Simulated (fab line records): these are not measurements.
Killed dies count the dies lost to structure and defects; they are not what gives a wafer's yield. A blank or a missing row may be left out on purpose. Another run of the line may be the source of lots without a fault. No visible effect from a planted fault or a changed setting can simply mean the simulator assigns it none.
Problem report in the 8D (eight disciplines) form, filled by code + flow n5 finfet + the parts of the form that need people (team, actions taken, sign-off) are left out

1. WHAT WENT WRONG
Mean of spin speed rpm at N5_BEOL_M0_CUTY_COAT_51: 1456.8 rpm across 6 wafers in 2 lots; on wafers with no fault it is 1499.6 rpm (standard deviation 0.9). That puts it -47 standard deviations away from the usual mean.
The step: resist thk 150 nm.
Earliest sighting: wafer L201.1 on litho track-03 at day 7 17:07. Wafers with a number at this step in the record: 25, from 9 lots. The rule behind "out" and "out of limits": a value lying over 4 standard deviations away from the usual mean. All remaining wafers that have a number are taken as sound.

2. WHAT IT IS, WHAT IT ISN'T
| question                    | is                     | is not                                                                                      |
|-----------------------------|------------------------|---------------------------------------------------------------------------------------------|
| which readings at this step | spin speed rpm         | -                                                                                           |
| which lots                  | L201, L206             | L194, L195, L213, L214, L215, L216, L217                                                    |
| which wafers of those lots  | all that have a number | -                                                                                           |
| read on which tools         | litho track-03         | litho track-01, litho track-05                                                              |
| when                        | from day 7 17:07       | up to then (6 sound wafers); but 13 sound wafers of L213, L214, L215, L216, L217 came after |

3. THE SUSPECTS, EACH WITH WHAT RULES IT OUT
Counting: a tool at a process step up to the reading stays a suspect if it ran every lot that is out and no sound lot after the first of them.
- litho track-03 at N5_BEOL_M0_CUTY_COAT_51 (resist thk 150 nm): ruled out as a lasting fault. Following L201 (day 7 17:07), the first lot on it that is out, the sound lots L217 were run on it.
Left after counting: nothing in the record.

4. THE CAUSE (what the simulator had put in)
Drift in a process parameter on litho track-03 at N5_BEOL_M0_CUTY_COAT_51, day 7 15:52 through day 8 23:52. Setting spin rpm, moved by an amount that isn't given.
Counting ruled it out, wrongly.

5. SEQUENCE OF EFFECTS, ordered by route
Each row: a reading whose mean over the struck wafers that have a number lies more than 3 standard deviations from the usual. Only readings for which the record gives a usual standard deviation are gone through. hours: the time from each lot's start at the first step in this table that gives one to its start at this step, as a median over the lots. sigmas: the change in usual standard deviations.
| hours | step                    | reading        | usual      | on struck wafers | change | sigmas |
|-------|-------------------------|----------------|------------|------------------|--------|--------|
| 0     | N5_BEOL_M0_CUTY_COAT_51 | spin speed rpm | 1499.6 rpm | 1456.8           | -42.8  | -47    |
Its process steps:
- N5_BEOL_M0_CUTY_COAT_51: resist thk 150 nm.
At these later measuring or inspecting steps, every struck wafer for which the step has a row has a number for every such reading, and none has moved that far: N5_BEOL_M4_RC_MEAS_101.

6. HOW IT WOULD HAVE BEEN CAUGHT EARLIER
In this record the first reading out of limits was taken at day 7 17:07, 1 hour after the fault began at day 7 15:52.
